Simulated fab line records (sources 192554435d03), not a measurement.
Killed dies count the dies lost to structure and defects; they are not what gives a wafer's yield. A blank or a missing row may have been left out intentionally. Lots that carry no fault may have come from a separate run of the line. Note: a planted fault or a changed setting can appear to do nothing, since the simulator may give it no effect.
Struck lot and sound lot, side by side + flow n5Finfet + 15 steps out of a route of 1938
Sound: wafers L219.1, L219.5, L219.6. Struck: wafer L226.3. (L226.1 of the same lot was not struck and is left out.) The cause comes at the end.
For every step that has rows: the tool of each side, followed by ch and its chambers, followed by its first start. Under that, the readings that differ: sound wafers + struck wafers + difference of the means + sigmas: that difference in standard deviations of wafers without a fault.
alike: readings whose means differ by less than 2 such deviations, and words and numbers that are the same on both sides. not compared: withheld readings, readings that some wafer has no value for, bounds like >300 that may hide the same value, and numbers for which the record gives no deviation and whose values overlap.
Wherever a step has rows on one side only, a row that says differs or no value, or a row with sigmas, the two part there. When numbers do not overlap yet have no deviation, they are printed without sigmas and do not part them. Lack of a reading on every wafer of one side parts them only where that side has two or more wafers.

first, 7 steps without rows for these wafers: N5_MOL_CONTACT_COAG_COAT_58 (time 60 s, resist thk 10 nm); N5_MOL_CONTACT_COAG_COAT_02 (resist thk 30 nm); N5_MOL_CONTACT_COAG_EBR_04; N5_MOL_CONTACT_COAG_SOFTBAKE_03 (time 60 s); N5_MOL_CONTACT_COAG_EXPOSE_05 (exposes mask CA, defocus 0 nm); N5_MOL_CONTACT_COAG_PEB_06 (peb time 60 s); N5_MOL_CONTACT_COAG_DEVELOP_07 (develop time 30 s).
N5_MOL_CONTACT_COAG_CD_MEAS_08: target cd 28 nm.
  sound on cdSem-02 ch 0, day 5 08:58; struck on cdSem-01 ch 0, day 6 20:11
  alike: cdNm
N5_MOL_CONTACT_COAG_OVL_MEAS_09:
  sound on overlay-01 ch 0, day 5 09:00; struck on overlay-01 ch 0, day 6 20:13
  alike: CA_OVL
N5_MOL_CONTACT_COAG_INSPECT_10: inspects for defects (brightfield).
  sound on defectInspect-02 at day 5 09:03; struck on defectInspect-01 at day 6 20:16
  alike: rawDefectCount
N5_MOL_CONTACT_COAG_DESCUM_13: chemistry O2, time 7 s.
  sound on rieDiel-02 ch 0,1,3, day 5 09:05; struck on rieDiel-06 ch 3, day 6 20:53
  alike: chamberPressureMTorr, drypumpMotorCurrentA, oesProductAu, rfVppV, showerheadPlenumPTorr, throttleValvePct
  not compared: rfHoursCounterH
N5_MOL_CONTACT_COAG_ETCH_59: etches underlayer in N2/H2, target depth 13 nm, time 10.4 s.
  sound on rieDiel-02 ch 0,1,3, day 5 09:07; struck on rieDiel-06 ch 3, day 6 20:55
  alike: chamberPressureMTorr, drypumpMotorCurrentA, etchRfOnTimeS, oesProductAu, rfVppV, showerheadPlenumPTorr, throttleValvePct
  not compared: rfHoursCounterH
N5_MOL_CONTACT_COAG_ETCH_105: etches SiARC in CF4, target depth 15.6 nm, time 26 s.
  sound on rieDiel-02 ch 0,1,3, day 5 09:08; struck on rieDiel-06 ch 3, day 6 20:56
| reading           | sound          | struck | difference | sigmas |
|-------------------|----------------|--------|------------|--------|
| etchRfOnTimeS (s) | 25.4 25.8 25.3 | 19.6   | -5.9       | -8     |
  alike: cf4FlowSccm, chamberPressureMTorr, drypumpMotorCurrentA, oesProductAu, rfVppV, showerheadPlenumPTorr, throttleValvePct
  not compared: rfHoursCounterH
N5_MOL_CONTACT_COAG_ETCH_106: etches SOC in N2/H2, target depth 80 nm, overetch 16 nm, time 120 s.
  sound on rieDiel-02 ch 0,1,3, day 5 09:10; struck on rieDiel-06 ch 3, day 6 20:58
  alike: chamberPressureMTorr, drypumpMotorCurrentA, oesProductAu, rfVppV, showerheadPlenumPTorr, throttleValvePct
  not compared: rfHoursCounterH
-- the record jumps here: 8 days lie between the struck wafers' starts before and after (it left off in module MOL_CONTACT_COAG and takes up again in module PASSIVATION, whose first step shown is number 1936 of the route) --
N5_PASSIVATION_PROBE_49:
  sound on prober-01 at day 12 07:42; struck on prober-01 at day 15 03:46
  alike: killed_at_M0_to_M3, killed_at_M4_up, killedAtContacts, killedAtFrontEnd, killedAtOther, killedDies, killedOpen, killedShort

== WHERE THEY PART ==
Only at N5_MOL_CONTACT_COAG_ETCH_105, as far as this record shows. Later steps at which nothing parts them and some readings are alike: N5_MOL_CONTACT_COAG_ETCH_106, N5_PASSIVATION_PROBE_49.

WHY: what the simulator had put in
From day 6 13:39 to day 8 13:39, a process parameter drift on rieDiel-06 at N5_MOL_CONTACT_COAG_ETCH_105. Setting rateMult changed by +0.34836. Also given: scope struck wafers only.
